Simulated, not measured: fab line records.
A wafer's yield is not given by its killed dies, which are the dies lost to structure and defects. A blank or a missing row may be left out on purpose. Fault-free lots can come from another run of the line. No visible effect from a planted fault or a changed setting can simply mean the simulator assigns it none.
Chamber matching || flow n5 finfet || cmp-02 running N5_ILD0_CMP_07: 4 sister chambers
The step polishes SiO2 flowable, stops on poly-Si, t overpolish 1.18 s, target thk 138.88 nm. 4 wafers are shown with their chamber, then 7 later ones without.

WAFERS PAIRED WITH THEIR CHAMBERS
{"wafer": "L082.4", "chamber": 0, "motor current A (A)": 12.9}
{"wafer": "L083.6", "chamber": 3, "motor current A (A)": 13.4}
{"wafer": "L084.1", "chamber": 2, "motor current A (A)": 10.3}
{"wafer": "L084.3", "chamber": 1, "motor current A (A)": 12.3}

WAFERS WITH NO CHAMBER GIVEN
{"wafer": "L084.4", "motor current A (A)": 13.2}
{"wafer": "L091.1", "motor current A (A)": 13.1}
{"wafer": "L091.2", "motor current A (A)": 10.6}
{"wafer": "L091.4", "motor current A (A)": 13.1}
{"wafer": "L093.1", "motor current A (A)": 13.4}
{"wafer": "L093.3", "motor current A (A)": 13.9}
{"wafer": "L093.6", "motor current A (A)": 11.8}

THE CHAMBER EACH PASSED THROUGH
{"wafer": "L084.4", "from the rows above": "can't be placed: 3 or 0", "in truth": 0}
{"wafer": "L091.1", "from the rows above": "can't be placed: 0 or 3 or 1", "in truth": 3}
{"wafer": "L091.2", "from the rows above": 2, "in truth": 2}
{"wafer": "L091.4", "from the rows above": "can't be placed: 0 or 3 or 1", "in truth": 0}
{"wafer": "L093.1", "from the rows above": "can't be placed: 3 or 0", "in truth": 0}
{"wafer": "L093.3", "from the rows above": "can't be placed: 3 or 0", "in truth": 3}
{"wafer": "L093.6", "from the rows above": "can't be placed: 1 or 0", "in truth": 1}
1 of 7 placed correctly. Can't be placed from these rows: 6 (the true chamber is among the candidates in 6). 0 placed wrongly.
How it was worked out, from the rows above alone: a wafer's distance from a chamber is the root of the sum, over the readings, of the square of ((its reading less the chamber's mean) divided by the reading's scatter). The wafer belongs to the nearest chamber; if the next one is less than 2 further off, it can't be placed. For every chamber, the mean is computed from those of its wafers that are shown. The scatter: root of mean squared gap, hidden wafer to nearest shown wafer, with one shown wafer a chamber.
